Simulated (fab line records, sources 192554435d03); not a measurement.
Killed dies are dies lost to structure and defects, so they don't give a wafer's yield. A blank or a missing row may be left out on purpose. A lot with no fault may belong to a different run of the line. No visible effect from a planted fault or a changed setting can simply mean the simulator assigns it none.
Matching of chambers :: flow n5_finfet :: N5_BEOL_M9_CMP_52 on cmp-02: 4 sister chambers
The step polishes, stops on SiCOH lowk, t overpolish 7 s, target thk 140 nm. 8 wafers are shown with their chamber, then 7 later ones without.

## WAFERS PAIRED WITH THEIR CHAMBERS
wafer: L083.4
chamber: 1
motor_current_A (A): 6.0
overpolish_run_s (s): 6.997

wafer: L087.2
chamber: 2
motor_current_A (A): 5.4
overpolish_run_s (s): 6.995

wafer: L087.5
chamber: 2
motor_current_A (A): 5.7
overpolish_run_s (s): 6.997

wafer: L088.1
chamber: 1
motor_current_A (A): 5.9
overpolish_run_s (s): 7.002

wafer: L088.2
chamber: 3
motor_current_A (A): 6.4
overpolish_run_s (s): 6.999

wafer: L088.4
chamber: 0
motor_current_A (A): 6.2
overpolish_run_s (s): 6.992

wafer: L089.3
chamber: 3
motor_current_A (A): 6.6
overpolish_run_s (s): 7.011

wafer: L089.4
chamber: 0
motor_current_A (A): 6.0
overpolish_run_s (s): 7.001

## WAFERS WITHOUT THEIR CHAMBER
wafer: L089.6
motor_current_A (A): 6.2
overpolish_run_s (s): 7.007

wafer: L090.2
motor_current_A (A): 6.3
overpolish_run_s (s): 7.001

wafer: L090.4
motor_current_A (A): 6.5
overpolish_run_s (s): 7.004

wafer: L090.5
motor_current_A (A): 6.4
overpolish_run_s (s): 7.014

wafer: L095.3
motor_current_A (A): 5.7
overpolish_run_s (s): 7.001

wafer: L095.5
motor_current_A (A): 5.8
overpolish_run_s (s): 7.001

wafer: L095.6
motor_current_A (A): 6.7
overpolish_run_s (s): 6.982

## CHAMBER TAKEN BY EACH
wafer: L089.6
from the rows above: can't be placed: 0 or 3 or 1
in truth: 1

wafer: L090.2
from the rows above: can't be placed: 3 or 0 or 1
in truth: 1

wafer: L090.4
from the rows above: 3
in truth: 3

wafer: L090.5
from the rows above: can't be placed: 3 or 0
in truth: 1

wafer: L095.3
from the rows above: can't be placed: 2 or 1 or 0
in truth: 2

wafer: L095.5
from the rows above: can't be placed: 1 or 2 or 0
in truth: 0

wafer: L095.6
from the rows above: can't be placed: 3 or 0 or 1
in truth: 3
1 of 7 placed correctly. Unplaceable from these rows: 6, with the true chamber sitting among the candidates in 5. Placed wrongly: 0.
How it was worked out, from the rows above alone: a wafer's distance from a chamber is the root of the sum, over the readings, of the square of ((its reading less the chamber's mean) divided by the reading's scatter). If the next closest chamber is less than 2 further off than the closest, the wafer can't be placed; otherwise it belongs to the closest. A chamber's mean is the mean of its shown wafers. How the scatter is found: for the shown wafers, subtract from each reading the mean of its chamber, square and add these, divide the total by (wafers less chambers), then take the root.
